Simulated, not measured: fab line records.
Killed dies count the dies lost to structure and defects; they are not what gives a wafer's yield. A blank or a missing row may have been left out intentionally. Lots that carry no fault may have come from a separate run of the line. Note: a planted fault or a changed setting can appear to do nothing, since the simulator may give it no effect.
Chamber matching -- flow nandHarc -- 3 sister chambers for NHARC_A_STAIRCASE_DEP_301 on pecvd-02
The step deposits SiON, target thk 30 nm. 6 wafers are shown with their chamber, then 12 later ones without.

## WAFERS, EACH WITH ITS CHAMBER
wafer,chamber,heaterPowerW (W)
L080.4,0,720
L088.5,1,672
L088.6,2,775
L085.4,1,812
L085.5,0,825
L085.6,2,656

## WAFERS WITH NO CHAMBER GIVEN
wafer,heaterPowerW (W)
L090.1,732
L090.2,650
L090.5,654
L092.2,792
L092.5,738
L092.6,680
L094.1,813
L094.5,700
L094.6,814
L095.1,785
L095.2,791
L095.6,798

## EACH ONE'S CHAMBER
wafer,from the rows above,in truth
L090.1,can't be placed: 1 or 2 or 0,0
L090.2,can't be placed: 2 or 1 or 0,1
L090.5,can't be placed: 2 or 1 or 0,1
L092.2,can't be placed: 0 or 1 or 2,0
L092.5,can't be placed: 1 or 2 or 0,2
L092.6,can't be placed: 2 or 1 or 0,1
L094.1,can't be placed: 0 or 1 or 2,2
L094.5,can't be placed: 2 or 1 or 0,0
L094.6,can't be placed: 0 or 1 or 2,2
L095.1,can't be placed: 0 or 1 or 2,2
L095.2,can't be placed: 0 or 1 or 2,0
L095.6,can't be placed: 0 or 1 or 2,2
Correctly placed: 0 of 12. Unplaceable from these rows: 12, with the true chamber sitting among the candidates in 12. Placed wrongly: 0.
How it was worked out, from the rows above alone: a wafer's distance from a chamber is the root of the sum, over the readings, of the square of ((its reading less the chamber's mean) divided by the reading's scatter). If the next closest chamber is less than 2 further off than the closest, the wafer can't be placed; otherwise it belongs to the closest. The mean given for a chamber averages the wafers shown for that chamber. The scatter is the square root of a quotient: the sum, over the shown wafers, of each reading's squared deviation from its chamber's mean, divided by wafers minus chambers.
